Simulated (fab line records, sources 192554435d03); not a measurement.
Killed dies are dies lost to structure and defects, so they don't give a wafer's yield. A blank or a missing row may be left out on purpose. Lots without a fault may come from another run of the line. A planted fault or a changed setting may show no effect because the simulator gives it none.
Chamber matching | flow n5_finfet | N5_BEOL_M11_VIA_ETCH_34 on rie_diel-04: 4 sister chambers
The step etches SiCOH lowk in C4F6/O2, target depth 184.5 nm, time 69.2 s. 8 wafers are shown with their chamber, then 8 later ones without.

WAFERS WITH THEIR CHAMBER
wafer  | chamber | drypump_motor_current_A (A) | rf_vpp_V (V)
L075.5 | 1       | 5.7                         | 678
L081.3 | 2       | 4.8                         | 644
L081.5 | 3       | 6.4                         | 658
L082.3 | 3       | 6.4                         | 658
L087.1 | 1       | 5.6                         | 678
L087.2 | 2       | 4.7                         | 654
L087.4 | 0       | 5.3                         | 678
L090.1 | 0       | 5.3                         | 677

WAFERS WITHOUT THEIR CHAMBER
wafer  | drypump_motor_current_A (A) | rf_vpp_V (V)
L090.2 | 6.4                         | 656
L090.6 | 4.7                         | 653
L091.2 | 4.8                         | 655
L091.3 | 5.3                         | 677
L091.4 | 6.4                         | 657
L089.2 | 5.7                         | 678
L089.3 | 4.8                         | 654
L089.6 | 5.3                         | 678

WHICH CHAMBER EACH WENT THROUGH
wafer  | from the rows above | in truth
L090.2 | 3                   | 3
L090.6 | 2                   | 2
L091.2 | 2                   | 2
L091.3 | 0                   | 0
L091.4 | 3                   | 3
L089.2 | 1                   | 1
L089.3 | 2                   | 2
L089.6 | 0                   | 0
Placed correctly: 8 of 8. Can't be placed from these rows: 0. Placed wrongly: 0.
How it was worked out, from the rows above alone: a wafer's distance from a chamber is the root of the sum, over the readings, of the square of ((its reading less the chamber's mean) divided by the reading's scatter). The wafer belongs to the nearest chamber; if the next one is less than 2 further off, it can't be placed. A chamber's mean is the mean of its shown wafers. The scatter: the root of (the sum of the squares of (reading less its chamber's mean) over the shown wafers, divided by (wafers less chambers)).
